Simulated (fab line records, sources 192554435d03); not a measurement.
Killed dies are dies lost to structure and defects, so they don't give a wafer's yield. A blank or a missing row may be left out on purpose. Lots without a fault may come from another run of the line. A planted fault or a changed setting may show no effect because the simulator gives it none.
Which tool did it? | flow n5_finfet | 15 lots, 45 wafers sampled, at 4 steps of a route of 1938

WHAT THE GAUGES READ, wafer by wafer
N5_BEOL_M11_CD_MEAS_11: target cd 64.1 nm.
lot  | measured     | on        | cd_nm (nm)
L277 | day 10 08:53 | cd_sem-02 | 64.1 64.1 64.0
L278 | day 10 14:19 | cd_sem-01 | 63.9 63.8 64.0
L279 | day 10 18:48 | cd_sem-01 | 65.0 65.0 64.9
L281 | day 10 18:57 | cd_sem-01 | 63.3 64.2 63.7
L280 | day 10 22:13 | cd_sem-01 | 64.6 63.5 64.1
L287 | day 13 06:24 | cd_sem-02 | - - -
L288 | day 13 11:24 | cd_sem-03 | - - -
L290 | day 13 14:05 | cd_sem-02 | - - -
L291 | day 13 16:47 | cd_sem-03 | 63.9 63.3 63.7
L292 | day 14 22:09 | cd_sem-02 | 63.4 63.5 63.6
L293 | day 15 01:28 | cd_sem-01 | 64.2 63.1 63.7
L295 | day 15 01:30 | cd_sem-02 | 64.5 64.9 64.0
L294 | day 15 04:28 | cd_sem-03 | 63.5 64.2 63.9
L297 | day 15 15:30 | cd_sem-01 | 63.5 63.6 63.4
L298 | day 16 05:58 | cd_sem-02 | 64.3 64.6 64.9

WHICH TOOL RAN EACH LOT (tool, then ch and the chambers of the sampled wafers, then the start)
lot  | N5_BEOL_M10_PRE_CLEAN_45     | N5_BEOL_M10_SURFACE_TREAT_76 | N5_BEOL_M11_EXPOSE_08
L277 | pvd_sputter-01, day 10 04:57 | pvd_sputter-01, day 10 05:19 | arfi_scanner-03 ch 0, day 10 08:45
L278 | pvd_sputter-03, day 10 08:53 | pvd_sputter-03, day 10 09:46 | arfi_scanner-02 ch 0, day 10 14:11
L279 | pvd_sputter-03, day 10 14:33 | pvd_sputter-03, day 10 15:17 | arfi_scanner-02 ch 0, day 10 18:41
L281 | pvd_sputter-03, day 10 14:51 | pvd_sputter-02, day 10 15:28 | arfi_scanner-02 ch 0, day 10 18:50
L280 | pvd_sputter-01, day 10 17:46 | pvd_sputter-01, day 10 18:09 | arfi_scanner-02 ch 0, day 10 22:05
L287 | pvd_sputter-02, day 13 03:23 | pvd_sputter-02, day 13 03:45 | arfi_scanner-02, day 13 06:16
L288 | pvd_sputter-01, day 13 07:47 | pvd_sputter-03, day 13 08:22 | arfi_scanner-02, day 13 11:17
L290 | pvd_sputter-03, day 13 10:12 | pvd_sputter-01, day 13 10:43 | arfi_scanner-03, day 13 13:57
L291 | pvd_sputter-02, day 13 12:19 | pvd_sputter-02, day 13 12:46 | arfi_scanner-02 ch 0, day 13 16:40
L292 | pvd_sputter-01, day 14 15:58 | pvd_sputter-01, day 14 17:56 | arfi_scanner-01 ch 0, day 14 22:02
L293 | pvd_sputter-01, day 14 21:49 | pvd_sputter-01, day 14 22:12 | arfi_scanner-02 ch 0, day 15 01:20
L295 | pvd_sputter-01, day 14 22:10 | pvd_sputter-01, day 14 22:35 | arfi_scanner-02 ch 0, day 15 01:22
L294 | pvd_sputter-03, day 15 00:25 | pvd_sputter-01, day 15 00:54 | arfi_scanner-02 ch 0, day 15 04:20
L297 | pvd_sputter-02, day 15 11:51 | pvd_sputter-02, day 15 12:13 | arfi_scanner-02 ch 0, day 15 15:23
L298 | pvd_sputter-03, day 16 01:03 | pvd_sputter-01, day 16 03:11 | arfi_scanner-01 ch 0, day 16 05:50
- N5_BEOL_M10_PRE_CLEAN_45: time 30 s.
- N5_BEOL_M10_SURFACE_TREAT_76
- N5_BEOL_M11_EXPOSE_08: exposes mask M11.

WHAT THE TOOLS THEMSELVES READ (means of the sampled wafers that have a number; where no wafer has one, the mark that the record gives instead)
N5_BEOL_M10_PRE_CLEAN_45.
lot  | tool           | heater_power_w (W)
L277 | pvd_sputter-01 | 324
L278 | pvd_sputter-03 | 339
L279 | pvd_sputter-03 | 358
L281 | pvd_sputter-03 | 340
L280 | pvd_sputter-01 | 322
L287 | pvd_sputter-02 | 370
L288 | pvd_sputter-01 | 317
L290 | pvd_sputter-03 | 330
L291 | pvd_sputter-02 | 367
L292 | pvd_sputter-01 | 308
L293 | pvd_sputter-01 | 302
L295 | pvd_sputter-01 | 289
L294 | pvd_sputter-03 | 334
L297 | pvd_sputter-02 | 336
L298 | pvd_sputter-03 | 350

N5_BEOL_M11_EXPOSE_08.
lot  | tool            | exposure_dose_mJ_cm2 | focus_offset_nm (nm)
L277 | arfi_scanner-03 | 53.7                 | -0.5
L278 | arfi_scanner-02 | 54.6                 | -0.6
L279 | arfi_scanner-02 | 54.6                 | 0.0
L281 | arfi_scanner-02 | 54.6                 | -0.4
L280 | arfi_scanner-02 | 54.6                 | 0.0
L287 | arfi_scanner-02 | -                    | -
L288 | arfi_scanner-02 | -                    | -
L290 | arfi_scanner-03 | -                    | -
L291 | arfi_scanner-02 | 54.6                 | 0.0
L292 | arfi_scanner-01 | 53.7                 | -0.2
L293 | arfi_scanner-02 | 54.6                 | -0.4
L295 | arfi_scanner-02 | 54.6                 | 0.1
L294 | arfi_scanner-02 | 54.6                 | 0.1
L297 | arfi_scanner-02 | 54.5                 | -0.2
L298 | arfi_scanner-01 | 53.7                 | 0.0

THE ANSWER, worked out from the rows above alone
Rule: what is usual is taken from the lots themselves. Put in order of their means at a reading, lots are off if they are a third of the lots or fewer, leave a main group of 4 or more, and stand apart from it by a gap of 3 or more times the standard deviation of the main group's means; of several such gaps the widest counts. A main group whose means are all the same, to the digits that the tables above print for the reading, isn't used. A lot without any number at a reading at which 4 lots or more have one is off too. The other lots that the step has rows for count as sound. The gauges are gone through in route order, then the tools' own readings, and for those a lot's mean is taken as printed above. The first step at which some lot is off is used, and at that step the reading that is off furthest; a lot without a number counts as furthest.
Off: L287, L288, L290, at N5_BEOL_M11_CD_MEAS_11 (cd_nm). Without a number there: L287, L288, L290. The main group: mean 64.0 nm, standard deviation 0.44.
A tool fits if, at a process step before that reading, it ran every lot that is off, and no sound lot after the first of them. The gauges at N5_BEOL_M11_CD_MEAS_11 aren't tried: what is off there is off at N5_BEOL_M11_EXPOSE_08 too, on other tools, and a gauge's error can't cause that. None of those tried fits.

WHAT THE SIMULATOR HAD PUT IN
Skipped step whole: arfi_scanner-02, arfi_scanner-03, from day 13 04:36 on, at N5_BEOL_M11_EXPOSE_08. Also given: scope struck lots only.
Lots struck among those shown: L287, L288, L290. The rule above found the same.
